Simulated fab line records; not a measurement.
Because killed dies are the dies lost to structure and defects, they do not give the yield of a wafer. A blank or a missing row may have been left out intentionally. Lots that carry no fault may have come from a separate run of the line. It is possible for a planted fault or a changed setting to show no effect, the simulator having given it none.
Check of tool commonality / flow nand_harc / 6 wafers sampled across 2 lots

## WHY IT WAS OPENED
On 2 of the 2 lots, a flag is raised at NHARC_END_SORT_01 on the reading killed_at_array. No-fault wafers: 55, standard deviation 23.
Rule: a lot is flagged when every wafer of it that has a number lies more than 4 standard deviations from that mean, or none has a number. All remaining lots are regarded as sound.

lot=L601; measured=day 27 00:41; on=prober-01; killed_at_array, wafer by wafer=673 674 672; flag=FLAGGED
lot=L602; measured=day 28 02:21; on=prober-01; killed_at_array, wafer by wafer=670 676 675; flag=FLAGGED
Average over the flagged lots: 673; offset from the usual +618, equal to +27 standard deviations.

## WHICH TOOL EACH LOT WENT THROUGH
Before the reading, the record contains 4 process steps out of a 1302-step route. Cell contents, in order: the tool; ch with the chambers the sampled wafers went through; the start.
lot=L601; flag=FLAGGED; NHARC_A_CHANNEL_HOLE_D1_ETCH_21=har_etch-01 ch 0, day 11 12:16; NHARC_A_CHANNEL_HOLE_D1_ETCH_33=har_etch-01 ch 0, day 11 15:45; NHARC_A_CHANNEL_HOLE_D1_ETCH_44=rie_diel-03 ch 0,2, day 11 16:28; NHARC_A_CHANNEL_FILL_D1_ETCHBACK_19=rie_si-06 ch 2,3, day 12 17:50
lot=L602; flag=FLAGGED; NHARC_A_CHANNEL_HOLE_D1_ETCH_21=har_etch-01 ch 0,1, day 12 00:39; NHARC_A_CHANNEL_HOLE_D1_ETCH_33=har_etch-01 ch 0,1, day 12 04:09; NHARC_A_CHANNEL_HOLE_D1_ETCH_44=rie_diel-03 ch 0,1,3, day 12 04:52; NHARC_A_CHANNEL_FILL_D1_ETCHBACK_19=rie_si-01 ch 0,1,3, day 13 07:01
What the steps here do:
- NHARC_A_CHANNEL_HOLE_D1_ETCH_21: etches the open film in C4F8/O2/Ar, time 514.3 s, target depth 1600 nm.
- NHARC_A_CHANNEL_HOLE_D1_ETCH_33: etches the open film in C4F8/O2/Ar, time 90 s, target depth 400 nm.
- NHARC_A_CHANNEL_HOLE_D1_ETCH_44: etches the open film in CF4/O2, target depth 140 nm, overetch 14 nm, time 77 s.
- NHARC_A_CHANNEL_FILL_D1_ETCHBACK_19: etches the open film in HBr/Cl2, target depth 5 nm, time 1.7 s.
- NHARC_END_SORT_01

## FLAGGED OVER TOTAL, TOOL BY TOOL (the gauges that took the reading come last)
step=NHARC_A_CHANNEL_HOLE_D1_ETCH_21; tool=har_etch-01; lots run=2; flagged=2; share of the flagged lots=all; sound lots run after its first flagged lot=0
step=NHARC_A_CHANNEL_HOLE_D1_ETCH_33; tool=har_etch-01; lots run=2; flagged=2; share of the flagged lots=all; sound lots run after its first flagged lot=0
step=NHARC_A_CHANNEL_HOLE_D1_ETCH_44; tool=rie_diel-03; lots run=2; flagged=2; share of the flagged lots=all; sound lots run after its first flagged lot=0
step=NHARC_A_CHANNEL_FILL_D1_ETCHBACK_19; tool=rie_si-01; lots run=1; flagged=1; share of the flagged lots=some; sound lots run after its first flagged lot=0
step=NHARC_A_CHANNEL_FILL_D1_ETCHBACK_19; tool=rie_si-06; lots run=1; flagged=1; share of the flagged lots=some; sound lots run after its first flagged lot=0
step=NHARC_END_SORT_01; tool=prober-01; lots run=2; flagged=2; share of the flagged lots=all; sound lots run after its first flagged lot=0

## WHAT THE TABLE PERMITS
4 rows of the table ran every flagged lot: har_etch-01 at NHARC_A_CHANNEL_HOLE_D1_ETCH_21, har_etch-01 at NHARC_A_CHANNEL_HOLE_D1_ETCH_33, rie_diel-03 at NHARC_A_CHANNEL_HOLE_D1_ETCH_44, prober-01 at NHARC_END_SORT_01.
- har_etch-01 at NHARC_A_CHANNEL_HOLE_D1_ETCH_21: 2 of its 2 lots flagged. With no sound lot run before its first flagged lot in this sample, there is nothing to narrow down the start.
- har_etch-01 at NHARC_A_CHANNEL_HOLE_D1_ETCH_33: 2 of its 2 lots flagged. With no sound lot run before its first flagged lot in this sample, there is nothing to narrow down the start.
- rie_diel-03 at NHARC_A_CHANNEL_HOLE_D1_ETCH_44: 2 of its 2 lots flagged. With no sound lot run before its first flagged lot in this sample, there is nothing to narrow down the start.
- prober-01 at NHARC_END_SORT_01: 2 of its 2 lots flagged. With no sound lot run before its first flagged lot in this sample, there is nothing to narrow down the start.
A lot count leaves these 3 tools indistinguishable: every one of them fits a fault beginning at some hour. More lots, or a look at what each step does to the wafer, might.

## WHAT THE SIMULATOR PUT IN
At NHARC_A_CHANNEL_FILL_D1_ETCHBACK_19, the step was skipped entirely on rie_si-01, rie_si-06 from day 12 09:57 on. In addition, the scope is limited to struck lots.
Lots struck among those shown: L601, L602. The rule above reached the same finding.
